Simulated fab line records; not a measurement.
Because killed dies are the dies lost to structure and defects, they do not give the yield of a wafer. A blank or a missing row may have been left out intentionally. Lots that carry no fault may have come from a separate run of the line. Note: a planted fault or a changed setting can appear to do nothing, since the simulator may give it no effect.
Problem report in the 8D (eight disciplines) form, filled by code | flow nand_harc | the parts of the form that need people (team, actions taken, sign-off) are left out

1. WHAT IS WRONG
Wafers without a fault read 32, standard deviation 9; killed_dies at NHARC_END_SORT_01 reads a mean of 662 on 2 wafers belonging to 2 lots. That is +70 standard deviations from the usual mean.
Earliest sighting: wafer L533.1 on prober-02 at day 21 13:59. The record holds 6 wafers of 2 lots with a number at this step. The rule behind "out" and "out of limits": a value lying over 4 standard deviations away from the usual mean. The other wafers with a number count as sound.

2. WHAT IT IS, WHAT IT ISN'T
question                    | is                           | is not
which readings at this step | killed_dies, killed_at_array | killed_at_other, killed_at_periphery, killed_open, killed_short
which lots                  | L531, L533                   | -
which wafers of those lots  | L531.1, L533.1               | L531.2, L531.4, L533.2, L533.3
read on which gauges        | prober-02                    | -
when                        | from day 21 13:59            | up to then (0 sound wafers); but 4 sound wafers of L531, L533 came after

3. SUSPECTS, AND WHAT RULES EACH OUT
Counting: any tool at a process step up to the reading remains a suspect provided it ran every lot that is out. Sound lots after the first of them don't rule it out here, since some wafers of a struck lot are sound.
- the gauge at NHARC_END_SORT_01 is ruled out. All the wafers that are out were read on prober-02, but those of them that NHARC_A_SGD_CUT_ETCH_59 has rows for are out there too, on other tools.
- rie_diel-09 at NHARC_A_STAIRCASE_DESCUM_443 (chemistry O2, time 3 s): kept. It ran every lot that is out, first L533 (day 15 18:35).
- rie_diel-07 at NHARC_A_SGD_CUT_ETCH_59 (etches the open film in N2/H2, target depth 260 nm, time 406.25 s): kept. It ran every lot that is out, first L533 (day 16 03:01). Out on those wafers are its own readings of oes_product_au.
- rie_diel-07 at NHARC_A_SGD_CUT_ETCH_16 (etches the open film in C4F8/O2/Ar, target depth 310.5 nm, time 155.2 s): kept. It ran every lot that is out, first L533 (day 16 08:10). NHARC_A_SGD_CUT_ETCH_16 gives no start for some lots, so the hours and the order of its lots are those of NHARC_A_SLIT_DEP_00.
Still standing after the count: rie_diel-09 at NHARC_A_STAIRCASE_DESCUM_443, rie_diel-07 at NHARC_A_SGD_CUT_ETCH_59, rie_diel-07 at NHARC_A_SGD_CUT_ETCH_16.

4. THE CAUSE (what the simulator had put in)
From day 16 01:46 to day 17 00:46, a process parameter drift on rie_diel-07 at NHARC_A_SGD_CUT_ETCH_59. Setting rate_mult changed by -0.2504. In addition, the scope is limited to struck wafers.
Counting leaves 3 suspects; this tool is one of them.

5. SEQUENCE OF EFFECTS, ordered by route
Rows list readings where the struck wafers' mean (over those with a number) sits beyond 3 standard deviations from the usual. Scope: only readings with a usual standard deviation given in the record; hours: median across lots of the time from each lot's start at the first step in this table that gives one to its start at this step; sigmas: change in usual standard deviations.
hours | step                    | reading         | usual      | on struck wafers | change | sigmas
0     | NHARC_A_SGD_CUT_ETCH_59 | oes_product_au  | 0.999 a.u. | 0.837            | -0.162 | -15
136   | NHARC_END_SORT_01       | killed_at_array | 28         | 659              | +631   | +69
136   | NHARC_END_SORT_01       | killed_dies     | 32         | 662              | +630   | +70
Process steps it contains:
- NHARC_A_SGD_CUT_ETCH_59: etches the open film in N2/H2, target depth 260 nm, time 406.25 s.

6. WHAT WOULD HAVE CAUGHT IT SOONER
The first out-of-limits reading at a measuring or inspecting step in this record came at day 21 13:59, 132 hours after the fault's start at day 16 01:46.
The tool's own readings at NHARC_A_SGD_CUT_ETCH_59 were out on every struck wafer that the step has a row for (oes_product_au): an alarm limit on them would have fired on the first of those.
Each of the lots that are out, 2 in all, had begun NHARC_A_SGD_CUT_ETCH_59 on rie_diel-07 no later than day 21 13:59. None of them would have been spared by holding the tool at that moment.
